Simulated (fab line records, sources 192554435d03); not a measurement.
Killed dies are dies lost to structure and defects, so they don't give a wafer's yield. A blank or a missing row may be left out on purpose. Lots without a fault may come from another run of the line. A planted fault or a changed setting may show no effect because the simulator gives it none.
One fault seen from 3 desks | flow n5_finfet | each desk has only its own numbers; what lay behind them comes last

THE DEFECT DESK
What the inspections along the route counted, lot by lot: means of the sampled wafers that have a number. A lot is out of limits, marked OUT, if its mean lies more than 4 standard deviations from the usual mean; the brackets give that distance.
Columns: A = raw_defect_count at N5_BEOL_M11_INSPECT_13, usual 462
lot  | first seen here | A
L934 | day 11 20:26    | 529
L935 | day 13 06:25    | 519
L942 | day 14 16:40    | 569
L948 | day 15 20:03    | 479
L951 | day 16 08:57    | 424
This desk's finding: nothing out of limits on any of the 5 lots.

THE METROLOGY DESK
What the gauges read, lot by lot, whatever tool the lot ran on: means of the sampled wafers that have a number. A lot is out of limits, marked OUT, if its mean lies more than 4 standard deviations from the usual mean; the brackets give that distance.
Columns: A = cd_nm at N5_BEOL_M11_CD_MEAS_11, usual 64.0 nm; B = M11_OVL at N5_BEOL_M11_OVL_MEAS_12, usual 0.3 nm
lot  | first seen here | A    | B
L934 | day 11 20:23    | 62.8 | 0.3
L935 | day 13 06:22    | 63.8 | 0.3
L942 | day 14 16:37    | 63.1 | 0.5
L948 | day 15 20:00    | 63.2 | -0.2
L951 | day 16 08:54    | 63.9 | 0.4
This desk's finding: nothing out of limits on any of the 5 lots.

THE TOOL OWNER'S DESK: rie_diel-02
The tool's own readings at N5_BEOL_M11_ETCH_62 (etches SOC in N2/H2, target depth 110 nm, overetch 22 nm, time 165 s): means of the sampled wafers that have a number, for each lot that ran on this tool. A lot is out of limits, marked OUT, if its mean lies more than 4 standard deviations from the usual mean; the brackets give that distance.
Columns: A = drypump_motor_current_A at N5_BEOL_M11_ETCH_62, usual 5.8 A; B = oes_product_au at N5_BEOL_M11_ETCH_62, usual 0.67 a.u.; C = rf_vpp_V at N5_BEOL_M11_ETCH_62, usual 524.0 V; D = showerhead_plenum_p_Torr at N5_BEOL_M11_ETCH_62, usual 2.55 Torr; E = temp_c at N5_BEOL_M11_ETCH_62, usual 40.02 C; F = throttle_valve_pct at N5_BEOL_M11_ETCH_62, usual 17.89 %
lot  | first seen here | A   | B    | C     | D    | E     | F
L935 | day 13 06:32    | 5.0 | 0.61 | 523.4 | 2.53 | 40.04 | 17.97
L942 | day 14 16:49    | 5.5 | 0.67 | 523.7 | 2.52 | 40.01 | 17.93
This desk's finding: nothing out of limits on any of the 2 lots.

PUT TOGETHER
The defect desk saw nothing out of limits.
The metrology desk saw nothing out of limits.
The tool owner's desk saw nothing out of limits.

WHAT THE SIMULATOR HAD PUT IN
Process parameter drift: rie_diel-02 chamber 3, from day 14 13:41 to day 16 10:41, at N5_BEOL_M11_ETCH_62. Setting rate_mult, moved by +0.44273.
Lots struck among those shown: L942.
